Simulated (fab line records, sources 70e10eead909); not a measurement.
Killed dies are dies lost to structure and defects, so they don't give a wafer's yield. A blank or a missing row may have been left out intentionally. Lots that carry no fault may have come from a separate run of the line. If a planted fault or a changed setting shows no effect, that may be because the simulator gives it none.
fab line records ; flow nand-harc
record: lots: 12; wafers: 36; last-day: 33
route steps=1302 shown A_BONDPAD@1220 THIN_TSV@1246 END@1302
lots that met no fault: from a run of the same line without faults
start-h: start of the lot's first displayed wafer, in hours after the record's first day ; wait-h: hours from the lot's prior step to this one ; " as in the row above ; L1.1+2: several wafers, shown together as one row ; - either no value or no given start ; * or withheld: withheld ; < > ~ a bound
route shown NAME@n: NAME is a module with steps in the file, n the number in the route of the first one ; usual: average and standard deviation across the fault-free wafers ; same: alike in all rows ; chamber/n: place in a boat ; sites: each site's reading ; _std_site: how widely they spread, as a standard deviation ; _edge_site: outer sites' mean less inner sites' ; radius-mm: how far each site lies from the wafer's centre ; mask NAME#n: copy n ; behind: tool/chamber where the wafer was last shaped ; hold: the reason the lot was held/the length of the hold in hours/how it ended ; device: the transistor (n, p or np) that didn't switch ; end of line: the same wafers' tests at the end of the route ; a step without rows: its recipe alone ; killed: count of dies lost to structure and defects at first sort (not the wafer's yield) ; map: the dies of a wafer, with x for killed, . for not killed, _ for no die there
set.NAME: the setting that was run; set.NAME@STEP: the one run at that earlier step ; model.NAME: the simulator's own value behind a step, which no gauge read
the route's steps for a sample of lots (tables are steps, rows are wafers)
services: the hour from which a tool's chamber was out of use, counted from the record's first day as start-h (under 0 if before that day), plus the number of hours and why
== steps ==
step: NHARC_A_BONDPAD_ETCH_12
recipe: target-depth-a: 2200; time-s: 110; chf3-flow-sccm: 50; o2-flow-sccm: 10; ar-flow-sccm: 200; rf-w: 500; bias-w: 200; chemistry: CHF3/O2
usual: bias-w: 199.9/0.64; chamber-pressure-mTorr: 25.000/0.023; drypump-motor-current-A: 5.6/0.52; oes-product-au: 0.941/0.021; rf-vpp-V: 369.3/2.3; showerhead-plenum-p-Torr: 2.34/0.1; throttle-valve-pct: 20.573/0.0087
lot.wafer;tool;chamber;start-h;wait-h;bias-w;chamber-pressure-mTorr;drypump-motor-current-A;oes-product-au;rf-hours-counter-h;rf-vpp-V;showerhead-plenum-p-Torr;throttle-valve-pct
L297.1;rie-diel-09;0;-;-;199.9;24.991;6.3;0.957;0;373.1;2.54;20.572
L297.5;rie-diel-09;2;-;-;199.5;25.000;4.9;0.991;-;369.1;2.29;20.568
L297.6;rie-diel-09;3;-;-;199.4;24.962;5.8;0.972;-;368.0;2.30;20.575
L299.3;rie-diel-09;0;-;-;199.4;25.012;6.3;0.905;1;374.7;2.54;20.576
L299.1;rie-diel-09;1;-;-;200.5;25.000;5.6;0.920;1;368.1;2.27;20.568
L299.6;rie-diel-09;1;-;-;200.2;25.017;5.6;0.914;-;368.2;2.27;20.594
L301.2;rie-diel-10;1;-;-;200.2;25.026;6.5;0.910;24;371.8;2.45;20.593
L301.1;rie-diel-10;2;-;-;199.5;24.999;5.8;0.927;23;371.9;2.54;20.588
L301.6;rie-diel-10;0;-;-;200.4;24.996;5.3;0.918;-;371.0;2.42;20.576
L302.2;rie-diel-09;2;-;-;200.0;24.994;4.9;0.957;1;365.6;2.29;20.580
L302.3;rie-diel-09;3;-;-;199.9;25.003;5.8;0.944;1;369.2;2.30;20.563
L302.6;rie-diel-09;1;-;-;200.6;25.025;5.6;0.953;-;366.4;2.26;20.577
L304.3;rie-diel-09;1;-;-;200.9;24.967;5.6;0.935;2;366.9;2.26;20.558
L304.5;rie-diel-09;2;-;-;199.6;25.022;4.9;0.936;-;369.0;2.29;20.576
L304.6;rie-diel-09;3;-;-;200.4;24.963;5.8;0.926;-;367.8;2.30;20.573
L303.1;rie-diel-09;2;-;-;199.8;25.017;4.9;0.961;2;367.3;2.29;20.573
L303.2;rie-diel-09;3;-;-;199.3;24.988;5.8;0.954;2;367.2;2.30;20.570
L303.4;rie-diel-09;1;-;-;200.4;24.982;5.6;0.963;-;369.0;2.26;20.569
L312.3;rie-diel-03;3;-;-;199.9;25.023;5.3;0.920;10;373.4;2.55;20.582
L312.6;rie-diel-03;2;-;-;199.5;25.004;6.1;0.925;-;368.4;2.23;20.571
L312.5;rie-diel-03;3;-;-;199.0;25.027;5.3;0.920;-;373.0;2.55;20.575
L313.3;rie-diel-10;3;-;-;199.9;24.995;6.6;0.974;13;369.0;2.36;20.561
L313.4;rie-diel-10;2;-;-;199.0;25.013;5.8;0.973;16;373.5;2.53;20.568
L313.6;rie-diel-10;3;-;-;200.0;25.002;6.6;0.992;-;369.6;2.36;20.558
L315.3;rie-diel-10;3;-;-;199.8;24.960;6.6;0.930;14;369.6;2.36;20.572
L315.4;rie-diel-10;0;-;-;199.4;24.999;5.3;0.918;15;371.1;2.41;20.580
L315.6;rie-diel-10;3;-;-;199.9;25.006;6.6;0.919;-;368.9;2.36;20.582
L316.4;rie-diel-09;2;721.78;0.1;199.8;25.010;4.9;0.954;-;366.5;2.28;20.571
L316.3;rie-diel-09;3;721.78;0.1;199.8;24.991;5.8;0.937;-;369.3;2.30;20.581
L316.5;rie-diel-09;2;721.78;0.1;198.6;25.052;4.9;0.961;-;368.1;2.28;20.571
L319.3;rie-diel-10;1;-;-;198.9;25.051;6.5;0.905;23;370.9;2.44;20.580
L319.2;rie-diel-10;3;-;-;199.2;24.986;6.5;0.927;23;368.6;2.36;20.580
L319.5;rie-diel-10;3;-;-;200.2;24.999;6.6;0.935;-;370.3;2.36;20.572
L320.3;rie-diel-09;0;-;-;199.3;25.018;6.3;0.950;2;373.1;2.54;20.580
L320.5;rie-diel-09;2;-;-;199.1;24.973;4.9;0.933;-;367.0;2.28;20.564
L320.4;rie-diel-09;0;-;-;200.2;25.030;6.3;0.935;-;374.5;2.54;20.573
step: NHARC_THIN_TSV_THK_MEAS_02
recipe: thk-meas-gauge: ir
usual: thk-nm: 3020/220
lot.wafer;tool;chamber;start-h;wait-h;thk-nm
L297.1;film-metro-02;-;540.06;0.2;3074
L297.5;film-metro-02;-;540.06;0.2;2805
L297.6;film-metro-02;-;540.06;0.2;3204
L299.1;film-metro-02;-;547.29;-;3063
L299.3;film-metro-02;-;547.29;-;2964
L299.6;film-metro-02;-;547.29;-;2921
L301.1;film-metro-02;-;571.25;-;3045
L301.2;film-metro-02;-;571.25;-;3170
L301.6;film-metro-02;-;571.25;-;2998
L302.2;film-metro-02;-;579.60;0.2;3048
L302.3;film-metro-02;-;579.60;0.2;2989
L302.6;film-metro-02;-;579.60;0.2;2885
L304.3;film-metro-02;-;617.14;-;3403
L304.5;film-metro-02;-;617.14;-;3526
L304.6;film-metro-02;-;617.14;-;3274
L303.1;film-metro-02;-;630.71;0.2;3026
L303.2;film-metro-02;-;630.71;0.2;2910
L303.4;film-metro-02;-;630.71;0.2;2808
L312.3;film-metro-02;-;691.05;-;3318
L312.5;film-metro-02;-;691.05;-;3348
L312.6;film-metro-02;-;691.05;-;3059
L313.3;film-metro-02;-;710.95;-;3071
L313.4;film-metro-02;-;710.95;-;3179
L313.6;film-metro-02;-;710.95;-;2992
L315.3;film-metro-01;-;722.86;0.2;3342
L315.4;film-metro-01;-;722.86;0.2;3605
L315.6;film-metro-01;-;722.86;0.2;3147
L316.3;film-metro-02;-;737.90;0.2;2822
L316.4;film-metro-02;-;737.90;0.2;3032
L316.5;film-metro-02;-;737.90;0.2;2532
L319.2;film-metro-02;-;769.19;-;2852
L319.3;film-metro-02;-;769.19;-;2856
L319.5;film-metro-02;-;769.19;-;3096
L320.3;film-metro-01;-;770.38;-;2851
L320.4;film-metro-01;-;770.38;-;2782
L320.5;film-metro-01;-;770.38;-;2562
step: NHARC_THIN_TSV_ETCH_15
recipe: target-depth-a: 30000; bosch-target-overetch-cycles: 2; bosch-etch-step-s: 2.8; bosch-dep-step-s: 1.2; bosch-cycles: 14
usual: bosch-cycles: 14/0; bosch-dep-step-s: 1.2/0; drypump-motor-current-A: 5.9/0.45
lot.wafer;tool;chamber;start-h;wait-h;bosch-cycles;bosch-dep-step-s;drypump-motor-current-A;rf-hours-counter-h
L297.1;rie-si-02;0;541.94;-;14;1.2;5.6;0.5
L297.5;rie-si-02;3;541.94;-;14;1.2;5.2;-
L297.6;rie-si-02;0;541.94;-;14;1.2;5.6;-
L299.1;rie-si-03;0;549.04;-;14;1.2;5.5;0.8
L299.3;rie-si-03;2;549.04;-;14;1.2;5.6;0.9
L299.6;rie-si-03;3;549.04;-;14;1.2;5.7;-
L301.2;rie-si-02;3;573.15;-;14;1.2;5.2;0.8
L301.1;rie-si-02;0;573.15;-;14;1.2;5.6;0.7
L301.6;rie-si-02;2;573.15;-;14;1.2;6.6;-
L302.3;rie-si-02;3;581.51;-;14;1.2;5.2;0.8
L302.2;rie-si-02;1;581.51;-;14;1.2;5.2;0.8
L302.6;rie-si-02;2;581.51;-;14;1.2;6.6;-
L304.3;rie-si-03;3;619.05;-;-;-;-;-
L304.5;rie-si-03;1;619.05;-;-;-;-;-
L304.6;rie-si-03;2;619.05;-;-;-;-;-
L303.4;rie-si-03;3;632.62;-;-;-;-;-
L303.1;rie-si-03;0;632.62;-;-;-;-;-
L303.2;rie-si-03;2;632.62;-;-;-;-;-
L312.3;rie-si-03;3;692.92;-;14;1.2;5.7;0.7
L312.6;rie-si-03;3;692.92;-;14;1.2;5.7;-
L312.5;rie-si-03;0;692.92;-;14;1.2;5.5;-
L313.3;rie-si-03;2;712.96;-;14;1.2;5.6;0.8
L313.4;rie-si-03;0;712.96;-;14;1.2;5.5;0.8
L313.6;rie-si-03;1;712.96;-;14;1.2;6.7;-
L315.3;rie-si-03;1;724.77;-;14;1.2;6.7;0.9
L315.4;rie-si-03;3;724.77;-;14;1.2;5.7;0.9
L315.6;rie-si-03;2;724.77;-;14;1.2;5.6;-
L316.3;rie-si-01;0;739.82;-;14;1.2;5.6;0.0
L316.4;rie-si-01;2;739.82;-;14;1.2;6.2;0.1
L316.5;rie-si-01;3;739.82;-;14;1.2;6.1;-
L319.3;rie-si-03;0;770.97;-;14;1.2;5.5;0.0
L319.2;rie-si-03;1;770.97;-;14;1.2;6.7;0.0
L319.5;rie-si-03;3;770.97;-;14;1.2;5.7;-
L320.3;rie-si-01;3;772.28;-;14;1.2;6.1;0.2
L320.4;rie-si-01;1;772.28;-;14;1.2;5.9;-
L320.5;rie-si-01;3;772.28;-;14;1.2;6.1;-
step: NHARC_THIN_TSV_DEP_47
recipe: target-thk-a: 2000; temp-c: withheld; pressure-torr: 6.5; rf-w: 900; teos-flow-sccm: 161.4; flow-sccm: 2650; target-thk-nm: 200; gas: O2; material: SiO2
usual: throttle-valve-pct: 15.9/0.56
lot.wafer;tool;chamber;start-h;wait-h;throttle-valve-pct
L297.1;pecvd-01;0;543.01;-;16.6
L297.5;pecvd-01;2;543.01;-;15.6
L297.6;pecvd-01;0;543.01;-;16.6
L299.1;pecvd-01;0;550.09;-;16.6
L299.3;pecvd-01;1;550.09;-;15.7
L299.6;pecvd-01;0;550.09;-;17.0
L301.2;pecvd-04;2;574.20;-;15.7
L301.1;pecvd-04;0;574.20;-;15.7
L301.6;pecvd-04;1;574.20;-;15.9
L302.3;pecvd-01;1;582.56;-;15.9
L302.2;pecvd-01;2;582.56;-;15.6
L302.6;pecvd-01;1;582.56;-;15.4
L304.3;pecvd-01;2;620.08;-;15.8
L304.5;pecvd-01;2;620.08;-;15.5
L304.6;pecvd-01;0;620.08;-;16.8
L303.1;pecvd-02;0;633.64;-;15.6
L303.2;pecvd-02;1;633.64;-;16.8
L303.4;pecvd-02;2;633.64;-;14.9
L312.3;pecvd-01;0;693.95;-;16.8
L312.5;pecvd-01;1;693.95;-;15.1
L312.6;pecvd-01;2;693.95;-;15.8
L313.3;pecvd-01;0;714.01;-;16.8
L313.4;pecvd-01;2;714.01;-;15.8
L313.6;pecvd-01;0;714.01;-;16.8
L315.3;pecvd-04;2;725.90;-;16.0
L315.6;pecvd-04;2;725.90;-;15.8
L315.4;pecvd-04;0;725.90;-;15.3
L316.3;pecvd-01;0;740.97;-;16.9
L316.4;pecvd-01;1;740.97;-;15.6
L316.5;pecvd-01;2;740.97;-;15.5
L319.3;pecvd-01;1;772.00;-;15.6
L319.2;pecvd-01;2;772.00;-;15.9
L319.5;pecvd-01;0;772.00;-;17.0
L320.3;pecvd-04;0;773.43;-;15.5
L320.4;pecvd-04;2;773.43;-;16.2
L320.5;pecvd-04;1;773.43;-;15.9
step: NHARC_END_SORT_01
recipe: temp-c: 25
usual: defect-limited-yield: 91.6/2.5; killed-at-array: 52/18; killed-at-other: 1.2/1.5; killed-at-periphery: 4/3.2; killed-dies: 57/17; killed-open: 3.1/1.9; killed-short: 2.5/1.7; sort_bin_2_pct: 3.0/1.1; sort_bin_3_pct: 0.6/0.36; sort_bin_4_pct: 4.9/1.5; sort-n-pass: 620/17; sort-rim-yield-pct: 91/3.8; sort-yield-pct: 91.6/2.5
same: gross-dies: 677; sort_bin_5_pct[%]: 0; sort_bin_6_pct[%]: 0; sort_bin_7_pct[%]: 0; sort_bin_8_pct[%]: 0; sort-rim-n-gross: 106.00
lot.wafer;tool;chamber;start-h;wait-h;defect-limited-yield[%];killed-at-array;killed-at-other;killed-at-periphery;killed-dies;killed-open;killed-short;sort_bin_2_pct[%];sort_bin_3_pct[%];sort_bin_4_pct[%];sort-n-pass;sort-rim-yield-pct[%];sort-yield-pct[%]
L304.3;prober-02;0;634.81;3.1;0;58;618;1;677;0;0;93.4;0.6;6.1;0;0;0
L304.5;prober-02;0;636.43;3.7;0;60;613;4;677;4;7;93.5;1.5;5.0;0;0;0
L304.6;prober-02;0;637.24;4.0;0;58;610;9;677;5;1;92.6;0.7;6.6;0;0;0
L303.1;prober-01;0;647.34;2.5;0;67;608;2;677;1;1;94.1;1.3;4.6;0;0;0
L303.2;prober-01;0;648.16;2.8;0;71;602;4;677;4;2;93.1;1.0;5.9;0;0;0
L303.4;prober-01;0;649.79;3.4;0;58;618;1;677;2;1;94.5;0.6;4.9;0;0;0
L312.3;prober-02;0;708.77;3.1;95.1;32;0;1;33;1;1;1.6;0;3.2;644;96;95.1
L312.6;prober-02;0;711.16;4.0;94.8;33;0;2;35;2;2;1.5;0.3;3.4;642;99;94.8
killed by level:class
L304.3 THIN_TSV:area-etch=618 A_SLIT:chamber-film-flake=31 A_CHANNEL_HOLE_D2:chamber-film-flake=8 A_M0:chamber-film-flake=5 A_STAIRCASE:chamber-film-flake=4 A_CHANNEL_HOLE_D1:chamber-film-flake=3 A_WL_FILL:chamber-film-flake=3 A_CONTACT:chamber-film-flake=2
L304.5 THIN_TSV:area-etch=613 A_SLIT:chamber-film-flake=28 A_CHANNEL_HOLE_D2:chamber-film-flake=8 A_CONTACT:chamber-film-flake=4 A_STAIRCASE:chamber-film-flake=4 A_WL_FILL:chamber-film-flake=3 A_ONON_D2:geometric-particle:short=2 A_M0:geometric-particle:short=2
L304.6 THIN_TSV:area-etch=610 A_SLIT:chamber-film-flake=26 A_CHANNEL_HOLE_D2:chamber-film-flake=12 A_CONTACT:chamber-film-flake=5 A_M0:chamber-film-flake=4 P_M1:chamber-film-flake=4 A_WL_FILL:chamber-film-flake=4 A_STAIRCASE:chamber-film-flake=3
L303.1 THIN_TSV:area-etch=608 A_CHANNEL_HOLE_D1:chamber-film-flake=31 A_SLIT:chamber-film-flake=20 A_CHANNEL_HOLE_D2:chamber-film-flake=10 A_CONTACT:chamber-film-flake=3 P_CONTACT:geometric-particle:open=1 A_CHANNEL_FILL_D2:geometric-particle:short=1 P_ZERO_WELL:chamber-film-flake=1
L303.2 THIN_TSV:area-etch=601 A_SLIT:chamber-film-flake=36 A_CHANNEL_HOLE_D1:chamber-film-flake=20 A_CHANNEL_HOLE_D2:chamber-film-flake=10 A_STAIRCASE:chamber-film-flake=2 A_CONTACT:chamber-film-flake=2 P_GATE:geometric-particle:open=1 P_CONTACT:geometric-particle:open=1
L303.4 THIN_TSV:area-etch=618 A_SLIT:chamber-film-flake=27 A_CHANNEL_HOLE_D1:chamber-film-flake=16 A_CHANNEL_HOLE_D2:chamber-film-flake=8 A_STAIRCASE:chamber-film-flake=2 A_CONTACT:chamber-film-flake=2 P_GATE:geometric-particle:open=1 A_ONON_D1:geometric-particle:open=1
L312.3 A_CHANNEL_HOLE_D2:chamber-film-flake=14 A_CHANNEL_HOLE_D1:chamber-film-flake=9 A_STAIRCASE:chamber-film-flake=3 A_SLIT:chamber-film-flake=2 A_ONON_D1:geometric-particle:short=1 A_ONON_D2:geometric-particle:open=1 P_CONTACT:chamber-film-flake=1 A_ZERO_WELL:chamber-film-flake=1
L312.6 A_CHANNEL_HOLE_D2:chamber-film-flake=19 A_CHANNEL_HOLE_D1:chamber-film-flake=3 A_CONTACT:chamber-film-flake=3 A_DECK1_JOINT:geometric-particle:short=2 A_SLIT:chamber-film-flake=2 P_M0:geometric-particle:open=1 A_M0:geometric-particle:open=1 P_ZERO_WELL:chamber-film-flake=1
== services ==
tool;chamber;start-h;hours;kind
pecvd-04;1;506.90;3.7;repair
rie-si-03;0;510.07;7.6;repair
rie-diel-10;0;565.13;10.6;repair
rie-diel-10;1;570.87;4.5;repair
rie-si-03;-;575.00;9.0;pm
rie-diel-09;0;590.65;132.0;repair
rie-diel-10;3;596.81;1.9;repair
rie-diel-10;-;596.95;9.0;pm
pecvd-04;-;631.00;13.0;pm
rie-si-02;-;631.00;9.0;pm
rie-si-03;3;637.73;7.5;repair
rie-diel-10;-;641.96;0.8;repair
rie-diel-09;3;644.36;2.8;repair
rie-diel-10;1;648.03;4.8;repair
rie-diel-09;3;649.36;9.7;repair
rie-diel-10;3;651.17;4.0;repair
rie-si-02;0;661.81;8.7;repair
rie-diel-09;-;674.10;9.0;pm
pecvd-01;-;674.73;13.0;pm
rie-diel-09;1;687.77;108.4;repair
rie-diel-09;3;701.16;8.6;repair
rie-diel-10;1;737.59;4.1;repair
rie-si-03;-;752.00;9.0;pm
rie-diel-10;0;752.75;6.8;repair
== key ==
first-sign: step: NHARC_THIN_TSV_ETCH_15; reading: tool-record; direction: missing
effect: step: NHARC_END_SORT_01; reading: killed-at-other; direction: up; sigmas: 99+; usual: 1.2; struck: 611.5
more-kills-born-at: NHARC_THIN_TSV_ETCH_15@rie-si-03: 3665
met-at NHARC_THIN_TSV_ETCH_15
struck-lots L303,L304
later-rows-left-out L303.1,L303.2,L303.4,L304.3,L304.5,L304.6
not-acting-at NHARC_A_BONDPAD_ETCH_12,NHARC_THIN_TSV_THK_MEAS_02,NHARC_THIN_TSV_DEP_47
onset-between 549.04 619.05
fault: kind: skipped-step-whole; tool: rie-si-03; chamber: -; onset-h: 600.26; steps: NHARC_THIN_TSV_ETCH_15; scope: struck-lots-only
later-rows-left-out: the simulator's readings of these wafers behind a module that went badly wrong aren't trusted and aren't shown, but for the sort
